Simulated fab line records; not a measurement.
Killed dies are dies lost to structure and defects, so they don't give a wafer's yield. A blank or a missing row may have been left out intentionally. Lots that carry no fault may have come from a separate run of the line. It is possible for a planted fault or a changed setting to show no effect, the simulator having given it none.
Chamber matching    flow n5-finfet    N5_BEOL_M9_DEP_56 on pecvd-04 has 3 sister chambers
The step deposits SiCN from 3MS/NH3, target thk 15 nm, time 26.5 s. 6 wafers are shown with their chamber, then 7 later ones without.

WAFERS PAIRED WITH THEIR CHAMBERS
wafer   chamber  throttle-valve-pct (%)  showerhead-plenum-p-Torr (Torr)
L087.3  1        9.6                     3.665
L087.4  2        8.3                     3.682
L087.5  1        9.6                     3.669
L087.6  0        8.7                     3.671
L091.2  2        8.7                     3.676
L091.3  0        8.8                     3.668

WAFERS WITH NO CHAMBER GIVEN
wafer   throttle-valve-pct (%)  showerhead-plenum-p-Torr (Torr)
L091.4  9.7                     3.660
L092.1  8.9                     3.666
L092.2  8.4                     3.670
L092.5  8.8                     3.672
L096.1  8.9                     3.682
L096.2  8.6                     3.679
L096.3  9.4                     3.660

WHICH CHAMBER EACH WENT THROUGH
wafer    from the rows above       in truth
L091.4   1                         1
L092.1   0                         0
L092.2   can't be placed: 0 or 2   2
L092.5   can't be placed: 0 or 2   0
L096.1   can't be placed: 2 or 0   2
L096.2   2                         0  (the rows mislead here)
L096.3   1                         1
Correct placement for 3 of the 7. Can't be placed from these rows: 3 (the true chamber is among the candidates in 3). Number placed wrongly: 1.
How it was worked out, from the rows above alone: a wafer's distance from a chamber is the root of the sum, over the readings, of the square of ((its reading less the chamber's mean) divided by the reading's scatter). If the next closest chamber is less than 2 further off than the closest, the wafer can't be placed; otherwise it belongs to the closest. Each chamber's mean is taken over the wafers shown for it. The scatter is the square root of a quotient: the sum, over the shown wafers, of each reading's squared deviation from its chamber's mean, divided by wafers minus chambers.
